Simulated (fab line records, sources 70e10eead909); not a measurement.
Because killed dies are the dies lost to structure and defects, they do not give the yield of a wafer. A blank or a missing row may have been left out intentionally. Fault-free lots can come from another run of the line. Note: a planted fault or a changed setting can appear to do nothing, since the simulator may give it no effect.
fab line records	flow nand-harc
record: lots: 13	wafers: 39	last-day: 28
route steps=1159 shown A_BLC@987 A_M0@1013 END@1159
lots that met no fault: taken from a fault-free run of the same line
start-h: start of the lot's first displayed wafer, in hours after the record's first day	wait-h: how many hours have passed since the lot's step before this one	" identical to the entry in the row above	L1.1+2: a single row standing in for several wafers	- no value, or no start was given	* or withheld: withheld	< > ~ a bound
route shown NAME@n: a module of which the file shows steps, and the number in the route of the first	usual: mean/standard deviation taken from wafers without a fault	same: alike in all rows	chamber/n: place in a boat	sites: per-site readings	_std_site: standard deviation across them	_edge_site: mean of outer sites minus mean of inner sites	radius-mm: how far each site lies from the wafer's centre	mask NAME#n: copy n	behind: the most recent tool/chamber to have shaped the wafer	hold: cause of the lot's hold/its duration in hours/its outcome	device: whichever transistor did not switch (one of n, p or np)	end of line: the same wafers' tests at the end of the route	a step without rows: its recipe alone	killed: dies lost to structure and defects at the first sort, not the wafer's yield	map: dies across one wafer; x = killed, . = not, _ = none there
set.NAME: setting as actually run; set.NAME@STEP: the setting as run at that earlier step	model.NAME: the simulator's own value behind a step, which no gauge read
route steps across a sampled set of lots; one table per step, one row per wafer
services: the hour from which a tool's chamber was out of use, counted from the record's first day as start-h (under 0 if before that day), plus the number of hours and why
== steps ==
step: NHARC_A_BLC_PVD_32
recipe: target-thk-a: 50	chamber-pressure-pa: 5	power-w: 5000	substrate-temp-c: 200	time-s: 17.7	material: Ti
usual: cathode-dc-power-W: 5000.1/0.83	throttle-valve-pct: 29.7/0.84
lot.wafer	tool	chamber	start-h	wait-h	cathode-dc-power-W	throttle-valve-pct
L562.4	pvd-sputter-02	-	-	-	4999.3	30.7
L562.1	"	-	"	"	5000.5	29.2
L562.6	"	-	"	"	4998.6	30.4
L563.3	pvd-sputter-01	-	-	-	5000.7	30.5
L563.1	"	-	"	"	5000.0	31.1
L563.6	"	-	"	"	4998.6	30.6
L561.2	pvd-sputter-01	-	-	-	5000.5	30.9
L561.1	"	-	"	"	4999.9	30.5
L561.6	"	-	"	"	5000.3	31.0
L560.1	pvd-sputter-03	-	-	-	5001.5	30.2
L560.2	"	-	"	"	4999.8	28.8
L560.5	"	-	"	"	5000.9	29.9
L565.4	pvd-sputter-03	-	-	-	5001.4	29.8
L565.6	"	-	"	"	4999.0	28.7
L565.5	"	-	"	"	4999.2	30.0
L569.4	pvd-sputter-01	-	-	-	5000.9	29.8
L569.2	"	-	"	"	5001.1	30.3
L569.5	"	-	"	"	5000.2	30.4
L572.2	pvd-sputter-03	-	-	-	5000.4	30.0
L572.1	"	-	"	"	5000.2	28.8
L572.6	"	-	"	"	5000.1	30.4
L570.2	pvd-sputter-01	-	-	-	5002.1	29.8
L570.1	"	-	"	"	5000.7	30.7
L570.6	"	-	"	"	5000.3	29.8
L574.2	pvd-sputter-02	-	-	-	5001.3	30.6
L574.4	"	-	"	"	5000.2	29.5
L574.5	"	-	"	"	4998.3	30.7
L578.2	pvd-sputter-02	-	-	-	4999.9	29.3
L578.1	"	-	"	"	4998.5	29.5
L578.6	"	-	"	"	5000.7	29.1
L580.2	pvd-sputter-02	-	-	-	4999.9	29.0
L580.4	"	-	"	"	4999.3	30.4
L580.5	"	-	"	"	4999.2	28.9
L579.1	pvd-sputter-03	-	-	-	4998.3	30.5
L579.3	"	-	"	"	5001.0	28.5
L579.6	"	-	"	"	5000.6	29.8
L582.2	pvd-sputter-02	-	-	-	4999.5	29.4
L582.1	"	-	"	"	5000.1	29.3
L582.6	"	-	"	"	4999.7	30.0
step: NHARC_A_M0_DEGAS_28
recipe: temp-c: 250	time-s: 60
usual: heater-power-w: 344/36
lot.wafer	tool	chamber	start-h	wait-h	heater-power-w
L562.1	pvd-sputter-01	-	526.08	-	385
L562.4	"	-	"	"	333
L562.6	"	-	"	"	381
L563.1	pvd-sputter-03	-	533.66	-	307
L563.3	"	-	"	"	310
L563.6	"	-	"	"	307
L561.2	pvd-sputter-01	-	537.48	-	340
L561.1	"	-	"	"	383
L561.6	"	-	"	"	339
L560.1	pvd-sputter-01	-	537.91	-	397
L560.2	"	-	"	"	329
L560.5	"	-	"	"	333
L565.4	pvd-sputter-03	-	546.02	-	311
L565.6	"	-	"	"	311
L565.5	"	-	"	"	324
L569.2	pvd-sputter-01	-	550.93	-	325
L569.4	"	-	"	"	379
L569.5	"	-	"	"	386
L572.2	pvd-sputter-01	-	556.54	-	399
L572.1	"	-	"	"	341
L572.6	"	-	"	"	390
L570.2	pvd-sputter-01	-	580.49	-	393
L570.1	"	-	"	"	339
L570.6	"	-	"	"	395
L574.4	pvd-sputter-02	-	581.62	-	336
L574.2	"	-	"	"	344
L574.5	"	-	"	"	351
L578.1	pvd-sputter-02	-	582.26	-	416
L578.2	"	-	"	"	336
L578.6	"	-	"	"	339
L580.2	pvd-sputter-03	-	587.13	-	310
L580.4	"	-	"	"	312
L580.5	"	-	"	"	303
L579.3	pvd-sputter-03	-	588.66	-	310
L579.1	"	-	"	"	307
L579.6	"	-	"	"	312
L582.1	pvd-sputter-02	-	613.52	-	426
L582.2	"	-	"	"	338
L582.6	"	-	"	"	348
step: NHARC_A_M0_PVD_21
recipe: target-thk-a: 300	chamber-pressure-pa: 5	power-w: 5000	substrate-temp-c: 30	time-s: 20.49	material: Cu
usual: cathode-dc-power-W: 5000.0/0.93	throttle-valve-pct: 29.9/0.83
lot.wafer	tool	chamber	start-h	wait-h	cathode-dc-power-W	throttle-valve-pct
L562.1	pvd-sputter-01	-	526.31	-	4999.0	30.5
L562.4	"	-	"	"	5000.6	30.8
L562.6	"	-	"	"	4999.7	30.4
L563.3	pvd-sputter-03	-	533.88	-	5000.5	30.3
L563.1	"	-	"	"	4997.7	30.0
L563.6	"	-	"	"	5000.5	28.3
L561.1	pvd-sputter-01	-	537.71	-	4998.9	31.1
L561.2	"	-	"	"	4998.6	30.0
L561.6	"	-	"	"	4999.3	30.8
L560.2	pvd-sputter-01	-	538.61	-	4998.9	29.8
L560.1	"	-	"	"	5000.4	30.4
L560.5	"	-	"	"	5000.1	29.7
L565.4	pvd-sputter-03	-	546.27	-	5000.6	29.9
L565.6	"	-	"	"	5000.7	30.4
L565.5	"	-	"	"	4999.3	28.4
L569.2	pvd-sputter-01	-	551.16	-	5000.8	31.1
L569.4	"	-	"	"	5000.7	30.1
L569.5	"	-	"	"	5001.4	29.9
L572.1	pvd-sputter-01	-	556.76	-	5001.2	30.9
L572.2	"	-	"	"	5001.8	30.4
L572.6	"	-	"	"	5181.1	30.8
L570.1	pvd-sputter-01	-	580.71	-	5001.8	30.5
L570.2	"	-	"	"	5001.1	29.9
L570.6	"	-	"	"	5181.9	30.7
L574.4	pvd-sputter-02	-	581.86	-	5001.4	29.5
L574.2	"	-	"	"	4998.8	29.1
L574.5	"	-	"	"	4998.6	29.9
L578.1	pvd-sputter-02	-	582.54	-	5000.7	29.2
L578.2	"	-	"	"	4999.0	29.3
L578.6	"	-	"	"	5000.3	28.3
L580.4	pvd-sputter-03	-	587.38	-	4999.6	28.6
L580.2	"	-	"	"	5000.1	28.5
L580.5	"	-	"	"	4998.4	30.1
L579.1	pvd-sputter-03	-	588.89	-	5001.0	30.3
L579.3	"	-	"	"	5000.5	28.5
L579.6	"	-	"	"	5000.4	28.8
L582.1	pvd-sputter-02	-	613.75	-	4998.3	28.9
L582.2	"	-	"	"	4999.3	30.3
L582.6	"	-	"	"	4999.2	28.8
step: NHARC_A_M0_CMP_23
recipe: t-overpolish-s: 20	target-thk-nm: 113.75
usual: motor-current-A: 12.2/0.96	time-to-endpoint-s: 29.7/3
lot.wafer	tool	chamber	start-h	wait-h	motor-current-A	time-to-endpoint-s
L562.1	cmp-01	3	527.16	-	13.1	32.6
L562.4	"	2	"	"	10.8	36.0
L562.6	"	0	"	"	12.6	28.7
L563.3	cmp-04	3	534.74	-	12.3	25.8
L563.1	"	2	"	"	13.0	29.3
L563.6	"	0	"	"	11.3	30.2
L561.2	cmp-02	0	538.56	-	13.3	23.9
L561.1	"	1	"	"	10.9	28.4
L561.6	"	0	"	"	13.8	22.7
L560.1	cmp-04	3	539.47	-	13.0	28.0
L560.2	"	1	"	"	11.7	29.7
L560.5	"	0	"	"	11.0	32.2
L565.4	cmp-04	3	547.14	-	12.2	27.5
L565.5	"	2	"	"	13.5	30.1
L565.6	"	3	"	"	11.8	29.4
L569.2	cmp-01	1	552.04	-	13.2	32.2
L569.4	"	3	"	"	12.9	30.7
L569.5	"	2	"	"	11.4	33.5
L572.2	cmp-02	1	557.68	-	10.5	28.9
L572.1	"	3	"	"	10.6	29.1
L572.6	"	1	"	"	11.1	26.9
L570.2	cmp-04	1	581.65	-	12.5	31.0
L570.1	"	2	"	"	13.5	31.0
L570.6	"	1	"	"	11.5	33.7
L574.4	cmp-02	2	582.70	-	12.4	29.3
L574.2	"	0	"	"	13.7	22.4
L574.5	"	2	"	"	12.6	29.4
L578.2	cmp-01	3	583.45	-	13.1	34.3
L578.1	"	0	"	"	11.8	31.7
L578.6	"	2	"	"	11.5	35.5
L580.4	cmp-04	3	588.47	-	12.5	28.2
L580.2	"	0	"	"	11.8	30.9
L580.5	"	3	"	"	12.0	28.9
L579.3	cmp-02	3	589.86	-	11.0	31.8
L579.1	"	1	"	"	11.2	28.8
L579.6	"	3	"	"	10.9	28.7
L582.2	cmp-02	2	614.62	-	12.4	28.7
L582.1	"	1	"	"	10.8	29.1
L582.6	"	3	"	"	10.5	26.2
step: NHARC_END_SORT_01
recipe: temp-c: 25
usual: defect-limited-yield: 95.1/1.7	killed-at-array: 29/11	killed-at-other: 0.5/0.85	killed-at-periphery: 3.0/2.3	killed-dies: 33/12	killed-open: 3.3/1.9	killed-short: 2.0/1.5	sort_bin_2_pct: 1.5/0.66	sort_bin_3_pct: 0.25/0.21	sort_bin_4_pct: 3.1/1.2	sort-n-pass: 644/12	sort-rim-yield-pct: 96.7/2	sort-yield-pct: 95.1/1.7
same: gross-dies: 677	sort_bin_5_pct[%]: 0	sort_bin_6_pct[%]: 0	sort_bin_7_pct[%]: 0	sort_bin_8_pct[%]: 0	sort-rim-n-gross: 106.00
lot.wafer	tool	chamber	start-h	wait-h	defect-limited-yield[%]	killed-at-array	killed-at-other	killed-at-periphery	killed-dies	killed-open	killed-short	sort_bin_2_pct[%]	sort_bin_3_pct[%]	sort_bin_4_pct[%]	sort-n-pass	sort-rim-yield-pct[%]	sort-yield-pct[%]
L562.1	prober-02	0	568.43	2.5	97.6	16	0	0	16	1	1	0.7	0	1.6	661	96.2	97.6
L562.4	prober-02	0	570.85	3.4	96.2	25	0	1	26	2	3	0.9	0.44	2.5	651	97.2	96.2
L562.6	prober-02	0	572.46	4.0	97.2	18	0	1	19	3	2	0.3	0.30	2.2	658	99.1	97.2
L574.2	prober-01	0	627.32	2.8	93.8	39	0	3	42	6	0	1.5	0.15	4.6	635	89.6	93.8
L574.4	prober-01	0	628.94	3.4	92.8	43	0	6	49	3	3	1.8	0	5.5	628	97.2	92.8
L574.5	prober-01	0	629.75	3.8	95.7	26	0	3	29	3	2	0.7	0.44	3.1	648	94.3	95.7
killed by level:class
L562.1 A_CHANNEL_HOLE_D1:chamber-film-flake=13 A_WL_FILL:geometric-particle:open=1 A_M0:geometric-particle:short=1 A_STAIRCASE:chamber-film-flake=1
L562.4 A_CHANNEL_HOLE_D1:chamber-film-flake=16 A_ZERO_WELL:chamber-film-flake=2 A_CHANNEL_FILL_D1:geometric-particle:short=1 A_SGD_CUT:geometric-particle:open=1 A_SGD_CUT:geometric-particle:short=1 A_CONTACT:geometric-particle:short=1 A_BLC:geometric-particle:open=1 P_ZERO_WELL:chamber-film-flake=1
L562.6 A_CHANNEL_HOLE_D1:chamber-film-flake=12 A_CHANNEL_FILL_D1:geometric-particle:short=2 P_CONTACT:geometric-particle:open=1 A_CHANNEL_FILL_D1:geometric-particle:open=1 A_WL_FILL:geometric-particle:open=1 A_STAIRCASE:chamber-film-flake=1 A_CONTACT:chamber-film-flake=1
L574.2 A_CHANNEL_HOLE_D1:chamber-film-flake=20 A_CONTACT:chamber-film-flake=10 A_CONTACT:geometric-particle:open=4 P_GATE:chamber-film-flake=2 A_STAIRCASE:chamber-film-flake=2 A_ONON_D1:geometric-particle:open=1 A_M0:geometric-particle:open=1 P_STI:chamber-film-flake=1
L574.4 A_CHANNEL_HOLE_D1:chamber-film-flake=24 A_STAIRCASE:chamber-film-flake=6 A_CONTACT:chamber-film-flake=6 P_CONTACT:chamber-film-flake=2 A_CHANNEL_FILL_D1:chamber-film-flake=2 P_CONTACT:geometric-particle:short=1 P_M0:geometric-particle:short=1 A_ONON_D1:geometric-particle:open=1
L574.5 A_CHANNEL_HOLE_D1:chamber-film-flake=16 A_CONTACT:chamber-film-flake=4 P_ZERO_WELL:chamber-film-flake=2 A_SOURCE_PLATE:geometric-particle:short=1 A_WL_FILL:geometric-particle:short=1 A_BLC:geometric-particle:open=1 A_M0:geometric-particle:open=1 A_M1:geometric-particle:open=1
== services ==
tool	chamber	start-h	hours	kind
cmp-01	-	473.50	4.0	pm
cmp-01	-	477.50	-	consumable-replace:conditioner
cmp-01	-	477.50	-	consumable-replace:pad
cmp-04	-	488.31	2.4	repair
pvd-sputter-01	-	497.09	5.2	repair
cmp-04	-	497.14	4.0	pm
cmp-04	-	501.14	-	consumable-replace:conditioner
cmp-04	-	501.14	-	consumable-replace:pad
pvd-sputter-01	-	514.03	10.0	pm
pvd-sputter-03	-	518.33	1.3	repair
cmp-02	-	520.52	4.0	pm
cmp-02	-	524.52	-	consumable-replace:conditioner
cmp-02	-	524.52	-	consumable-replace:pad
cmp-01	-	554.96	1.1	repair
cmp-04	-	556.50	0.4	repair
pvd-sputter-02	-	570.07	10.0	pm
cmp-01	-	571.50	4.0	pm
cmp-02	-	576.39	1.8	repair
cmp-01	-	583.75	0.5	repair
cmp-01	-	588.07	3.3	repair
cmp-04	-	595.14	4.0	pm
cmp-04	-	599.14	-	consumable-replace:conditioner
cmp-04	-	599.14	-	consumable-replace:pad
cmp-04	-	604.20	1.6	repair
== key ==
first-sign: step: NHARC_A_M0_PVD_21	reading: cathode-dc-power-W	direction: up	sigmas: 99+	usual: *	struck: *
effect none on later readings
met-at NHARC_A_M0_PVD_21
struck-lots L570,L572
struck-wafers L570.6,L572.6
not-acting-at NHARC_A_BLC_PVD_32,NHARC_A_M0_DEGAS_28,NHARC_A_M0_CMP_23
onset-between 538.61 556.76
fault: kind: process-parameter-drift	tool: pvd-sputter-01	chamber: -	onset-h: 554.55	steps: NHARC_A_M0_PVD_21	channel: power-w	offset: *	shape: step	end-h: 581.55	acts-in: *	stated: *	scope: struck-wafers-only
